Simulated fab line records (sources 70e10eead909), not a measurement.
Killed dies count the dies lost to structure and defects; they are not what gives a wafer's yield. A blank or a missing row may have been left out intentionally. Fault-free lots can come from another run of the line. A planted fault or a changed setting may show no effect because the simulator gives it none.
Which of the tools did it? || flow nand_harc || route of 1302 steps, sampled at 1 step: 12 lots, 36 wafers

WHAT THE GAUGES READ, wafer by wafer
NHARC_P_STI_OVL_MEAS_10.
{"lot": "L075", "measured": "day 3 04:44", "on": "overlay-01", "overlay_x_nm (nm)": "6 6 6"}
{"lot": "L077", "measured": "day 4 01:17", "on": "overlay-01", "overlay_x_nm (nm)": "4 3 3"}
{"lot": "L079", "measured": "day 4 22:20", "on": "overlay-01", "overlay_x_nm (nm)": "-12 -13 -12"}
{"lot": "L081", "measured": "day 5 16:41", "on": "overlay-02", "overlay_x_nm (nm)": "-7 -8 -8"}
{"lot": "L083", "measured": "day 6 15:47", "on": "overlay-02", "overlay_x_nm (nm)": "-3 -3 -3"}
{"lot": "L085", "measured": "day 7 10:46", "on": "overlay-01", "overlay_x_nm (nm)": "6 6 6"}
{"lot": "L087", "measured": "day 8 06:40", "on": "overlay-01", "overlay_x_nm (nm)": "-2 -2 -2"}
{"lot": "L089", "measured": "day 9 00:07", "on": "overlay-01", "overlay_x_nm (nm)": "4 5 4"}
{"lot": "L091", "measured": "day 9 20:13", "on": "overlay-02", "overlay_x_nm (nm)": "3 3 3"}
{"lot": "L093", "measured": "day 10 20:01", "on": "overlay-01", "overlay_x_nm (nm)": "11 11 11"}
{"lot": "L095", "measured": "day 11 15:23", "on": "overlay-01", "overlay_x_nm (nm)": "-1 -1 -1"}
{"lot": "L097", "measured": "day 12 11:13", "on": "overlay-02", "overlay_x_nm (nm)": "6 6 6"}

EACH LOT AND THE TOOL THAT RAN IT (in order: tool; ch and the chambers of the sampled wafers; start)
The record shows no process step preceding these readings.

THE ANSWER, worked out from the rows above alone
Rule: usual is defined by the lots themselves. The widest of any qualifying gaps counts: lots, ordered by their means at a reading, are off when they make up no more than a third of the lots, leave a main group of 4 or more, and stand apart from it by 3 or more times the standard deviation of that group's means. Not used: any main group whose means are identical at the precision the tables above print for the reading. Also off: a lot with no number at a reading for which 4 or more lots have one. Any other lot the step has rows for is counted as sound.
No lot is off on any of the readings shown, so nothing can be concluded from this.

WHAT HAD BEEN PUT IN BY THE SIMULATOR
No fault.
